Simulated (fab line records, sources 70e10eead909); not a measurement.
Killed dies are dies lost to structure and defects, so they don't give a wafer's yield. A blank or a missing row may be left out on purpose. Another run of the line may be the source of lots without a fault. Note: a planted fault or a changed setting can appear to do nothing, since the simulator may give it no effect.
2 desks, one fault + flow nand harc + each desk holds nothing but its own numbers, with what lay behind them at the end

## THE METROLOGY DESK
What the gauges read for every lot (on any tool): the sampled wafers with a number, averaged. The brackets show how far a lot's mean lies from the usual mean; more than 4 standard deviations puts the lot out of limits, marked OUT.
Columns: A = cd nm at NHARC_P_BONDPAD_CD_MEAS_09, usual 500.1 nm; B = overlay x nm at NHARC_P_BONDPAD_OVL_MEAS_38, usual -2 nm; C = overlay y nm at NHARC_P_BONDPAD_OVL_MEAS_38, usual 0 nm; D = cd nm at NHARC_P_BONDPAD_CD_MEAS_13, usual 499.7 nm
| lot  | first seen here | A     | B  | C | D     |
|------|-----------------|-------|----|---|-------|
| L750 | day 7 02:06     | 500.7 | -3 | 1 | 499.4 |
| L756 | day 9 10:55     | 500.0 | 2  | 8 | 500.5 |
| L760 | day 11 05:04    | 496.7 | -1 | 8 | 495.5 |
| L762 | day 11 21:50    | 499.3 | 9  | 7 | 498.4 |
| L772 | day 16 05:50    | 500.9 | 4  | 7 | 500.2 |
This desk's finding: nothing out of limits on any of the 5 lots.

## AT THE TOOL OWNER'S DESK: rie diel-06
The tool's own readings at NHARC_P_BONDPAD_ETCH_12 (etches the open film in CHF3/O2, target depth 200 nm, time 100 s): means of the sampled wafers that have a number, for each lot that ran on this tool. The brackets show how far a lot's mean lies from the usual mean; more than 4 standard deviations puts the lot out of limits, marked OUT.
Columns: A = drypump motor current A at NHARC_P_BONDPAD_ETCH_12, usual 5.7 A; B = oes product au at NHARC_P_BONDPAD_ETCH_12, usual 0.939 a.u.; C = rf fwd power W at NHARC_P_BONDPAD_ETCH_12, usual 497.0 W; D = rf vpp V at NHARC_P_BONDPAD_ETCH_12, usual 369.4 V; E = showerhead plenum p Torr at NHARC_P_BONDPAD_ETCH_12, usual 2.35 Torr; F = throttle valve pct at NHARC_P_BONDPAD_ETCH_12, usual 20.573 %
| lot  | first seen here | A   | B     | C     | D     | E    | F      |
|------|-----------------|-----|-------|-------|-------|------|--------|
| L756 | day 9 11:18     | 5.9 | 0.976 | 497.9 | 370.6 | 2.39 | 20.574 |
| L760 | day 11 05:27    | 5.7 | 0.891 | 496.5 | 367.8 | 2.28 | 20.578 |
This desk's finding: nothing out of limits on any of the 2 lots.

## ALL TOGETHER
Metrology desk: nothing out of limits seen.
Nothing out of limits was seen by the tool owner's desk.

## WHAT THE SIMULATOR HAD INSERTED
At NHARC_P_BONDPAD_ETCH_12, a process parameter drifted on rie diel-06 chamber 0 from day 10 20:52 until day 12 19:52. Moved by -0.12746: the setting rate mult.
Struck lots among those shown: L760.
